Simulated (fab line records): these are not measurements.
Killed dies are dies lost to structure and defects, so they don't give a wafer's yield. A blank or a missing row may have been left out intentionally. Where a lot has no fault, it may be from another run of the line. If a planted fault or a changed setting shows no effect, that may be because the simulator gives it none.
fab line records	flow n5_finfet
[record] lots = 10	wafers = 28	last_day = 19
route steps=1938 shown BEOL_M7@1301 PASSIVATION@1936
lots untouched by any fault: they come from a run of this same line in which no faults occurred
start_h: hours from the record's first day to the start of the lot's first wafer shown	wait_h: time in hours since the lot's previous step	" the same as in the row above	L1.1+2: a row that stands for several wafers	- either no value or no given start	* or withheld: withheld	< > ~ a bound
route shown NAME@n: names a module that has steps shown in the file, with the first one's number in the route	usual: mean/standard deviation of fault-free wafers	same: alike in all rows	chamber/n: place in a boat	sites: each site's reading	_std_site: standard deviation across them	_edge_site: the outer-site mean with the inner-site mean subtracted	radius_mm: for every site, how far away it sits from the centre of the wafer	mask NAME#n: copy n	behind: tool/chamber where the wafer was last shaped	hold: why the lot was held/for how many hours/how that ended	device: the n, p or np transistor that did not switch	end of line: the same wafers' tests at the end of the route	step lacking rows: just its recipe	killed: not the wafer's yield, but the dies lost to structure and defects at the first sort	map: shows each die of a wafer: x if killed, . if not, _ if none is there
set.NAME: the run value of the setting; set.NAME@STEP: its run value at that earlier step	model.NAME: the simulator's own value behind a step, which no gauge read
route steps across a sampled set of lots; one table per step, one row per wafer
services: from which hour (start_h, from the record's first day; less than 0 if before it) a tool's chamber was out of use, for how many hours, and why
[[steps]]
[step N5_BEOL_M7_ETCH_65]
[recipe] chemistry = CF4	target = SiARC	target_depth_a = 156	mask_material = CAR-EUV	time_s = 26	ion_energy_ev = 80	pressure_mtorr = 40	source_w = 545	bias_w = 36	Ar_flow_sccm = 100	cf4_flow_sccm = 100	ends = cleared
[usual] drypump_motor_current_A = 5.9/0.52	etch_rf_on_time_s = 25.8/0.52	oes_product_au = 0.68/0.069	rf_fwd_power_W = 532.6/2.7	rf_vpp_V = 184.2/1.1	showerhead_plenum_p_Torr = 2.15/0.06	throttle_valve_pct = 15.52/0.28
lot.wafer	tool	chamber	start_h	wait_h	drypump_motor_current_A	etch_rf_on_time_s	oes_product_au	rf_fwd_power_W	rf_hours_counter_h	rf_vpp_V	showerhead_plenum_p_Torr	throttle_valve_pct
L379.1	rie_diel-03	2	213.81	0.0	5.8	25.6	0.63	539.1	151	183.9	2.15	15.51
L379.2	"	1	"	"	6.0	25.7	0.63	532.4	179	185.7	2.22	16.06
L379.5	"	1	"	"	6.0	25.8	0.63	533.5	-	184.9	2.22	16.06
L382.1	rie_diel-03	2	228.75	0.0	5.8	25.6	0.63	537.5	156	184.5	2.14	15.52
L382.3	"	3	"	"	6.6	24.6	0.77	532.5	35	183.8	2.18	15.30
L382.6	"	0	"	"	4.9	25.9	0.66	532.8	-	184.2	2.14	15.37
L387.3	rie_diel-01	1	255.88	0.0	5.8	25.0	0.74	530.5	60	185.7	2.26	15.09
L387.5	"	1	"	"	5.8	25.0	0.75	530.8	-	187.3	2.26	15.11
L387.6	"	2	"	"	5.7	26.1	0.70	529.4	-	185.3	2.17	15.50
L389.3	rie_diel-03	3	258.74	0.0	6.6	24.7	0.75	530.1	47	184.9	2.18	15.33
L389.4	"	1	"	"	6.1	26.2	0.60	530.8	197	185.5	2.21	16.10
L389.5	"	2	"	"	5.8	26.0	0.61	538.4	-	184.1	2.14	15.54
L388.2	rie_diel-03	2	260.59	0.0	5.8	26.1	0.61	537.2	169	183.1	2.14	15.54
L388.4	"	3	"	"	6.7	24.7	0.75	530.6	48	184.7	2.18	15.33
L388.6	"	0	"	"	4.9	26.0	0.65	533.9	-	184.7	2.14	15.41
L391.1	rie_diel-01	2	281.11	0.0	5.7	26.2	0.69	533.3	72	184.5	2.17	15.49
L391.2	"	1	"	"	5.7	25.1	0.74	530.0	66	185.2	2.25	15.12
L391.3	"	3	"	"	5.4	25.5	0.77	533.0	26	184.7	2.11	15.22
L397.1	rie_diel-03	3	333.61	0.0	6.6	25.2	0.72	530.8	69	184.9	2.17	15.37
L397.5	"	1	"	"	6.0	26.3	0.59	531.0	-	184.9	2.20	16.15
L398.2	rie_diel-01	3	339.32	0.0	5.4	25.8	0.74	534.1	46	183.8	2.10	15.26
L398.3	"	1	"	"	5.7	25.3	0.71	532.2	84	186.2	2.25	15.15
L398.6	"	3	"	"	5.4	25.8	0.73	531.7	-	182.8	2.10	15.25
L399.2	rie_diel-01	3	360.04	0.0	5.4	25.5	0.73	535.1	52	183.9	2.10	15.26
L399.3	"	1	"	"	5.8	24.9	0.71	536.1	89	183.9	2.25	15.15
L399.4	"	0	"	"	6.4	26.0	0.65	531.8	159	184.7	2.14	15.50
L400.1	rie_diel-03	3	360.12	0.0	6.6	24.9	0.71	533.2	77	184.4	2.17	15.41
L400.3	"	2	"	"	5.8	26.1	0.60	539.3	198	184.6	2.13	15.60
[step N5_BEOL_M7_ETCH_41]
[recipe] chemistry = CH3F/O2	target = SiCN	target_depth_a = 319	taper_deg = 2	time_s = 57.8	ion_energy_ev = 120	mask_material = TiN	pressure_mtorr = 30	source_w = 395	bias_w = 75	Ar_flow_sccm = 150	CH3F_flow_sccm = 30	O2_flow_sccm = 20
[usual] CH3F_flow_sccm = 30.01/0.087	O2_flow_sccm = 20.00/0.059	drypump_motor_current_A = 5.9/0.52	oes_product_au = 0.80/0.08	rf_fwd_power_W = 391.7/1.6	rf_vpp_V = 297.4/1.4	showerhead_plenum_p_Torr = 2.01/0.057	throttle_valve_pct = 16.23/0.28
lot.wafer	tool	chamber	start_h	wait_h	CH3F_flow_sccm	O2_flow_sccm	drypump_motor_current_A	oes_product_au	rf_fwd_power_W	rf_hours_counter_h	rf_vpp_V	showerhead_plenum_p_Torr	throttle_valve_pct
L379.1	rie_diel-03	2	214.06	-	30.07	19.95	5.8	0.72	390.3	151	297.1	2.01	16.22
L379.2	"	1	"	"	30.00	20.06	6.0	0.72	392.4	179	299.4	2.07	16.74
L379.5	"	1	"	"	30.06	20.07	6.1	0.72	392.5	-	298.1	2.07	16.74
L382.1	rie_diel-03	2	229.01	-	30.05	20.04	5.8	0.73	392.3	156	298.6	2.01	16.21
L382.3	"	3	"	"	30.00	19.97	6.6	0.89	392.4	36	297.8	2.05	16.09
L382.6	"	0	"	"	29.94	20.01	4.9	0.77	390.7	-	297.7	2.00	16.09
L387.3	rie_diel-01	1	256.13	-	29.93	20.04	5.8	0.86	391.5	60	299.9	2.11	15.77
L387.5	"	1	"	"	29.92	19.98	5.8	0.86	390.6	-	298.9	2.11	15.76
L387.6	"	2	"	"	30.04	19.99	5.7	0.81	389.6	-	297.2	2.03	16.18
L389.3	rie_diel-03	3	258.99	-	29.98	19.97	6.6	0.87	389.4	48	297.0	2.04	16.12
L389.4	"	1	"	"	29.96	19.99	6.0	0.70	391.1	197	299.9	2.06	16.78
L389.5	"	2	"	"	30.06	20.15	5.8	0.72	394.4	-	298.6	2.00	16.25
L388.2	rie_diel-03	2	260.84	-	30.09	20.05	5.7	0.72	394.5	169	296.7	2.00	16.26
L388.4	"	3	"	"	30.11	20.02	6.6	0.87	390.1	49	297.9	2.04	16.12
L388.6	"	0	"	"	29.75	19.96	4.9	0.76	390.7	-	297.5	2.00	16.14
L391.1	rie_diel-01	2	281.36	-	30.03	19.94	5.7	0.81	390.8	72	296.8	2.02	16.23
L391.2	"	1	"	"	29.97	19.98	5.8	0.85	392.8	66	298.6	2.10	15.76
L391.3	"	3	"	"	30.07	20.08	5.4	0.90	391.1	26	295.9	1.96	15.92
L397.1	rie_diel-03	3	333.86	-	29.99	20.04	6.6	0.83	392.9	70	297.0	2.04	16.17
L397.5	"	1	"	"	30.11	19.95	6.0	0.68	392.7	-	297.4	2.05	16.84
L398.2	rie_diel-01	3	339.57	-	30.07	20.08	5.4	0.91	485.4	47	275.1	1.96	15.97
L398.3	"	1	"	"	30.14	19.98	5.8	0.88	486.1	84	278.8	2.10	15.81
L398.6	"	3	"	"	30.18	20.06	5.4	0.90	486.0	-	277.1	1.96	15.94
L399.2	rie_diel-01	3	360.29	-	30.04	20.05	5.4	0.90	488.2	52	276.0	1.96	15.98
L399.3	"	1	"	"	30.08	19.95	5.8	0.88	488.7	89	277.7	2.10	15.82
L399.4	"	0	"	"	29.90	19.82	6.4	0.80	485.4	159	277.1	1.99	16.12
L400.1	rie_diel-03	3	360.38	-	30.02	20.01	6.6	0.82	390.6	77	298.6	2.03	16.17
L400.3	"	2	"	"	29.98	19.89	5.8	0.70	395.2	198	297.3	1.99	16.32
[step N5_BEOL_M7_STRIP_80]
[recipe] chemistry = N2/H2	time_s = 10	power_w = 450	temp_c = 40	pressure_mtorr = 20	rf_frequency_hz = 6e+07	bias_power_w = 7	n2_flow_sccm = 200	h2_flow_sccm = 200
[usual] drypump_motor_current_A = 5.9/0.53	oes_product_au = 0.80/0.078	rf_vpp_V = 59.2/0.9	showerhead_plenum_p_Torr = 2.55/0.078	temp_c = 40.01/0.12	throttle_valve_pct = 23.5/0.32
lot.wafer	tool	chamber	start_h	wait_h	drypump_motor_current_A	oes_product_au	rf_hours_counter_h	rf_vpp_V	showerhead_plenum_p_Torr	temp_c	throttle_valve_pct
L379.1	rie_diel-03	2	-	-	5.8	0.74	151	58.8	2.55	39.89	23.5
L379.2	"	1	"	"	6.0	0.72	179	58.1	2.63	39.86	24.1
L379.5	"	1	"	"	6.1	0.72	-	59.1	2.63	40.19	24.1
L382.1	rie_diel-03	2	-	-	5.8	0.73	156	60.4	2.54	40.12	23.5
L382.3	"	3	"	"	6.7	0.88	36	59.5	2.59	39.90	23.3
L382.6	"	0	"	"	4.9	0.77	-	58.0	2.53	39.91	23.4
L387.3	rie_diel-01	1	-	-	5.8	0.87	60	59.9	2.68	40.17	23.3
L387.5	"	1	"	"	5.8	0.86	-	58.7	2.68	39.95	23.3
L387.6	"	2	"	"	5.7	0.82	-	59.0	2.60	39.80	23.7
L389.3	rie_diel-03	3	-	-	6.6	0.86	48	59.0	2.58	39.91	23.4
L389.4	"	1	"	"	6.0	0.71	197	58.9	2.62	39.97	24.2
L389.5	"	2	"	"	5.8	0.71	-	59.8	2.54	40.06	23.5
L388.2	rie_diel-03	2	-	-	5.8	0.72	169	60.4	2.54	39.98	23.5
L388.4	"	3	"	"	6.7	0.86	49	58.2	2.58	39.83	23.4
L388.6	"	0	"	"	4.9	0.76	-	60.0	2.53	40.05	23.4
L391.1	rie_diel-01	2	-	-	5.7	0.81	72	58.3	2.59	40.00	23.6
L391.2	"	1	"	"	5.8	0.86	66	59.6	2.68	39.95	23.3
L391.3	"	3	"	"	5.3	0.90	26	58.5	2.47	40.09	22.9
L397.1	rie_diel-03	3	-	-	6.7	0.82	70	57.6	2.57	40.00	23.4
L397.5	"	1	"	"	6.0	0.69	-	58.5	2.61	40.01	24.2
L398.2	rie_diel-01	3	-	-	5.4	0.85	47	58.2	2.46	39.97	22.9
L398.3	"	1	"	"	5.8	0.82	84	58.6	2.67	40.07	23.3
L398.6	"	3	"	"	5.4	0.85	-	59.6	2.46	39.92	22.9
L399.2	rie_diel-01	3	-	-	5.4	0.85	53	58.1	2.46	40.20	22.9
L399.3	"	1	"	"	5.7	0.82	89	59.9	2.67	40.01	23.3
L399.4	"	0	"	"	6.5	0.76	159	58.1	2.53	39.91	23.4
L400.1	rie_diel-03	3	-	-	6.6	0.82	77	58.8	2.57	40.19	23.4
L400.3	"	2	"	"	5.8	0.70	198	58.4	2.53	39.93	23.5
[step N5_BEOL_M7_PRE_CLEAN_45]
[recipe] gas = H2/He	time_s = 30	temp_c = 250
[usual] heater_power_w = 332/28
lot.wafer	tool	chamber	start_h	wait_h	heater_power_w
L379.1	pvd_sputter-03	-	215.00	0.0	334
L379.2	"	-	"	"	293
L379.5	"	-	"	"	302
L382.1	pvd_sputter-01	-	230.05	0.0	355
L382.3	"	-	"	"	375
L382.6	"	-	"	"	354
L387.3	pvd_sputter-02	-	257.08	0.0	319
L387.5	"	-	"	"	327
L387.6	"	-	"	"	312
L389.3	pvd_sputter-01	-	259.71	0.0	349
L389.4	"	-	"	"	294
L389.5	"	-	"	"	282
L388.2	pvd_sputter-03	-	261.53	0.0	329
L388.4	"	-	"	"	387
L388.6	"	-	"	"	325
L391.1	pvd_sputter-02	-	283.65	0.0	322
L391.2	"	-	"	"	368
L391.3	"	-	"	"	320
L397.1	pvd_sputter-02	-	335.01	0.0	324
L397.5	"	-	"	"	311
L398.2	pvd_sputter-02	-	340.98	0.0	367
L398.3	"	-	"	"	323
L398.6	"	-	"	"	335
L399.2	pvd_sputter-03	-	360.99	0.0	332
L399.3	"	-	"	"	387
L399.4	"	-	"	"	302
L400.1	pvd_sputter-01	-	363.00	0.0	285
L400.3	"	-	"	"	352
[step N5_PASSIVATION_PROBE_49]
[usual] defect_limited_yield = 91.0/1.6	killed_at_M0_to_M3 = 35/11	killed_at_M4_up = 14/5.3	killed_at_contacts = 13/6.7	killed_at_front_end = 41/12	killed_at_other = 3.9/2.7	killed_dies = 106/19	killed_open = 70/14	killed_short = 35/8.8	sort_bin_5_function = 5.3/1	sort_bin_6_memory = 3.3/0.81	sort_n_pass = 1073/19	sort_yield_pct = 91.0/1.6
[same] gross_dies = 1180	killed_at_back_side = 0	sort_bin_4_leakage[%] = 0	sort_bin_8_speed[%] = 0
lot.wafer	tool	chamber	start_h	wait_h	defect_limited_yield[%]	killed_at_M0_to_M3	killed_at_M4_up	killed_at_contacts	killed_at_front_end	killed_at_other	killed_dies	killed_open	killed_short	sort_bin_5_function[%]	sort_bin_6_memory[%]	sort_n_pass	sort_yield_pct[%]
L391.1	prober-02	-	358.37	0.0	88.4	35	24	16	53	9	137	82	55	7.6	3.6	1043	88.4
L391.2	prober-02	-	358.42	0.1	88.6	54	20	18	38	5	135	82	52	7.4	3.5	1045	88.6
L391.3	prober-02	-	358.47	0.1	90.2	38	10	15	48	5	116	77	39	6.1	3.4	1064	90.2
// killed by level:class
L391.1 STI_FIN_REVEAL:geometric_particle:open=17 BEOL_M4:geometric_particle:open=14 BEOL_M0_SAQP:geometric_particle:short=12 MOL_CONTACT_COAG:geometric_particle:open=11 FIN_SAQP:geometric_particle:open=10 BEOL_M0_SAQP:geometric_particle:open=9 FIN_SAQP:geometric_particle:short=6 GATE_CUT:geometric_particle:short=6
L391.2 MOL_CONTACT_COAG:geometric_particle:open=16 BEOL_M0_SAQP:geometric_particle:short=13 BEOL_M0_SAQP:geometric_particle:open=11 BEOL_M0:geometric_particle:open=11 BEOL_M4:geometric_particle:open=11 FIN_SAQP:geometric_particle:open=10 FIN_SAQP:geometric_particle:short=9 BEOL_M4:geometric_particle:short=6
L391.3 FIN_SAQP:geometric_particle:open=17 BEOL_M0_SAQP:geometric_particle:short=12 MOL_CONTACT_COAG:geometric_particle:open=11 FIN_SAQP:geometric_particle:short=9 BEOL_M3:geometric_particle:open=9 BEOL_M4:geometric_particle:open=8 STI_FIN_REVEAL:geometric_particle:open=8 BEOL_M0_SAQP:geometric_particle:open=5
[[services]]
tool	chamber	start_h	hours	kind
rie_diel-01	3	216.72	5.4	repair
rie_diel-01	-	271.77	2.8	pm
rie_diel-01	2	285.53	14.8	repair
pvd_sputter-03	-	294.50	0.8	repair
[[key]]
[first_sign] step = N5_BEOL_M7_ETCH_41	reading = rf_fwd_power_W	direction = up	sigmas = 60	usual = *	struck = *
[effect] step = N5_BEOL_M7_ETCH_41	reading = rf_vpp_V	direction = down	sigmas = 15	usual = 297.4	struck = 277.0
met_at N5_BEOL_M7_ETCH_41
struck_lots L398,L399
not_acting_at N5_BEOL_M7_ETCH_65,N5_BEOL_M7_STRIP_80,N5_BEOL_M7_PRE_CLEAN_45
onset_between 281.36 339.57
[fault] kind = process_parameter_drift	tool = rie_diel-01	chamber = -	onset_h = 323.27	steps = N5_BEOL_M7_ETCH_41	channel = source_w	offset = 94.8	shape = step	end_h = 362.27	acts_in = these_recipes_only	stated = 395
